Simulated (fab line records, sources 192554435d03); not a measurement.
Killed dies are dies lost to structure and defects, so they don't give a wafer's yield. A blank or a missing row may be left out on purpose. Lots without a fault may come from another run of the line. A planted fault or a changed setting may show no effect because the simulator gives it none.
Which tool did it? | flow n5_finfet | 11 lots, 33 wafers sampled, at 4 steps of a route of 1938

WHAT THE GAUGES READ, wafer by wafer
N5_SD_EPI_P_CD_MEAS_09: target cd 240 nm.
lot  | measured    | on        | cd_nm (nm)
L075 | day 3 12:11 | cd_sem-03 | 239.3 239.2 239.6
L077 | day 4 02:12 | cd_sem-01 | 238.5 239.2 239.8
L079 | day 4 13:29 | cd_sem-02 | 241.4 240.8 240.7
L081 | day 5 00:20 | cd_sem-01 | 239.0 240.5 239.9
L083 | day 5 13:20 | cd_sem-01 | 240.2 239.8 238.8
L085 | day 6 01:43 | cd_sem-03 | 242.2 241.1 240.2
L087 | day 6 14:31 | cd_sem-02 | 238.8 240.1 239.1
L089 | day 7 02:17 | cd_sem-03 | 238.7 239.0 238.9
L092 | day 7 17:46 | cd_sem-03 | 239.2 240.2 240.6
L094 | day 8 05:31 | cd_sem-02 | 239.2 239.1 239.5
L096 | day 8 16:37 | cd_sem-03 | 239.8 238.8 239.0

WHICH TOOL RAN EACH LOT (tool, then ch and the chambers of the sampled wafers, then the start)
lot  | N5_DUMMY_GATE_STRIP_40            | N5_DUMMY_GATE_ETCH_31             | N5_DUMMY_GATE_ETCH_23
L075 | rie_diel-02 ch 1,2, day 3 05:55   | rie_diel-05 ch 2,3, day 3 06:02   | rie_si-06 ch 1,2,3, day 3 06:19
L077 | rie_diel-05 ch 0,2, day 3 19:21   | rie_diel-05 ch 0,1,2, day 3 19:27 | rie_si-06 ch 0,1,3, day 3 19:44
L079 | rie_diel-06 ch 0,2,3, day 4 05:57 | rie_diel-05 ch 0,2, day 4 06:14   | rie_si-01 ch 0,1, day 4 06:31
L081 | rie_diel-05 ch 2,3, day 4 17:08   | rie_diel-06 ch 0,3, day 4 17:15   | rie_si-01 ch 0,1,3, day 4 17:32
L083 | rie_diel-06 ch 1,2, day 5 05:10   | rie_diel-02 ch 0,2,3, day 5 05:16 | rie_si-06 ch 0,3, day 5 05:33
L085 | rie_diel-02 ch 1,3, day 5 18:46   | rie_diel-05 ch 0,2,3, day 5 18:52 | rie_si-01 ch 0,2,3, day 5 19:08
L087 | rie_diel-05 ch 0,2,3, day 6 06:34 | rie_diel-05 ch 0,2,3, day 6 06:40 | rie_si-02 ch 1,2, day 6 06:56
L089 | rie_diel-02 ch 0,2,3, day 6 18:45 | rie_diel-02 ch 0,1,2, day 6 18:50 | rie_si-01 ch 0,1,2, day 6 19:07
L092 | rie_diel-02 ch 0,1,2, day 7 11:13 | rie_diel-02 ch 0,1,2, day 7 11:20 | rie_si-02 ch 0,1, day 7 11:35
L094 | rie_diel-05 ch 0,2,3, day 7 22:32 | rie_diel-05 ch 1,2,3, day 7 22:38 | rie_si-06 ch 0,1,2, day 7 22:55
L096 | rie_diel-06 ch 0,1,2, day 8 09:52 | rie_diel-06 ch 2,3, day 8 09:58   | rie_si-02 ch 0,2,3, day 8 10:14
- N5_DUMMY_GATE_STRIP_40: strips in CF4.
- N5_DUMMY_GATE_ETCH_31: etches SiO2 in C4F6/O2, target depth 82.5 nm, time 27.5 s.
- N5_DUMMY_GATE_ETCH_23: etches poly-Si in HBr/Cl2/O2, target depth 41 nm, time 22.3 s.

THE ANSWER, worked out from the rows above alone
Rule: what is usual is taken from the lots themselves. Put in order of their means at a reading, lots are off if they are a third of the lots or fewer, leave a main group of 4 or more, and stand apart from it by a gap of 3 or more times the standard deviation of the main group's means; of several such gaps the widest counts. A main group whose means are all the same, to the digits that the tables above print for the reading, isn't used. A lot without any number at a reading at which 4 lots or more have one is off too. The other lots that the step has rows for count as sound.
No lot is off at any reading shown: from this, nothing can be told.

WHAT THE SIMULATOR HAD PUT IN
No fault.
